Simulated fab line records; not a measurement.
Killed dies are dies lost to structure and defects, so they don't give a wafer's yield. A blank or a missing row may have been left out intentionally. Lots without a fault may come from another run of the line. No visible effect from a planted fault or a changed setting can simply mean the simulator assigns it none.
Split-lot trial    flow n5-finfet    7 lots, 21 wafers read, on a route of 1938 steps

== ABOUT THE SPLIT ==
At N5_MOL_CONTACT_COAG_CONTACT_ETCH_14 (etches SiO2 in C4F6/O2, target depth 27.5 nm, overetch 8.5 nm, time 20 s), the setting source-w was moved away from the recipe's 370 W on 10 of the 21 wafers read, by -10.8% to +13.7%. This setting was run at the recipe's value on the other wafers.

The reading is taken at the split's own step.

== THE READING ==
rf-vpp-V, in V, at N5_MOL_CONTACT_COAG_CONTACT_ETCH_14 (etches SiO2 in C4F6/O2, target depth 27.5 nm, overetch 8.5 nm, time 20 s). Typical for fault-free wafers on this fab line: 693 V, with standard deviation 4.1 V.

wafer   tool, chamber at the split  source-w as run, W  against the recipe  rf-vpp-V, V  against lot-mates on the recipe
L074.2  rie-diel-05, 1              370                 recipe              691          -
L074.5  rie-diel-05, 1              370                 recipe              691          -
L074.6  rie-diel-05, 0              370                 recipe              684          -
L077.1  rie-diel-05, 0              370                 recipe              686          -
L077.3  rie-diel-05, 1              412.9               +11.6%              671          -22
L077.4  rie-diel-05, 2              370                 recipe              700          -
L079.3  rie-diel-03, 1              410.6               +11.0%              675          -23
L079.5  rie-diel-03, 0              410.6               +11.0%              666          -32
L079.6  rie-diel-03, 1              370                 recipe              698          -
L080.2  rie-diel-01, 1              420.8               +13.7%              659          -33
L080.3  rie-diel-01, 0              370                 recipe              692          -
L080.5  rie-diel-01, 1              420.8               +13.7%              657          -35
L090.4  rie-diel-05, 0              370                 recipe              685          -
L090.5  rie-diel-05, 2              370                 recipe              697          -
L090.6  rie-diel-05, 1              329.9               -10.8%              716          +25
L093.3  rie-diel-05, 1              370                 recipe              690          -
L093.5  rie-diel-05, 3              412.5               +11.5%              668          -22
L093.6  rie-diel-05, 1              412.5               +11.5%              670          -20
L097.1  rie-diel-05, 2              370                 recipe              697          -
L097.3  rie-diel-05, 0              392.7               +6.1%               674          -23
L097.4  rie-diel-05, 2              392.7               +6.1%               690          -7

FIT RESULTS
A straight line over all 21 wafers: rf-vpp-V changes by -2.15 V for each +1% of source-w; r = -0.94; the points scatter about the line by 5.5 V.
The same after taking each lot's own level away (the mean of its wafers on the recipe; 21 wafers): -2.26 V for each +1%; r = -0.95; scatter 5 V.
According to that fit, moving source-w by its largest amount changes the reading by 31 V.
The span of the lots' own levels, 688.7 to 698.0 V, comes to 2.3 times the standard deviation stated above.
The two slopes agree, so the slope changes little with the lot-to-lot level.
Check: -30.6 V against its lot-mates is what the line predicts for one of the wafers moved furthest among these (+13.7%) when that wafer is left out of the fit. Against them it came out at -33 V.
Tool readings at the split's step, against how far the setting was moved: rf-vpp-V r = -0.94.

== OTHER SPLITS APPLIED TO THESE WAFERS ==
Before the reading, these wafers also passed through other splits. Each is held against what the fit with the lots' levels taken away leaves over:
other split on the same wafers  wafers away from the commonest value  r with rf-vpp-V (lot level and that fit taken away)
N5_SD_ACTIVATION_LSA_01 temp-c  6                                     +0.00
N5_HKMG_FIN_EXPOSE_09 dose-mj   9                                     +0.15
N5_HKMG_FIN_PEB_10 peb-time-s   8                                     +0.07
N5_GATE_CUT_COAT_34 spin-rpm    7                                     -0.12

== FILE'S OWN FIT ==
rf-vpp-V changes by -2.25 V for each +1% of source-w, r = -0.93.
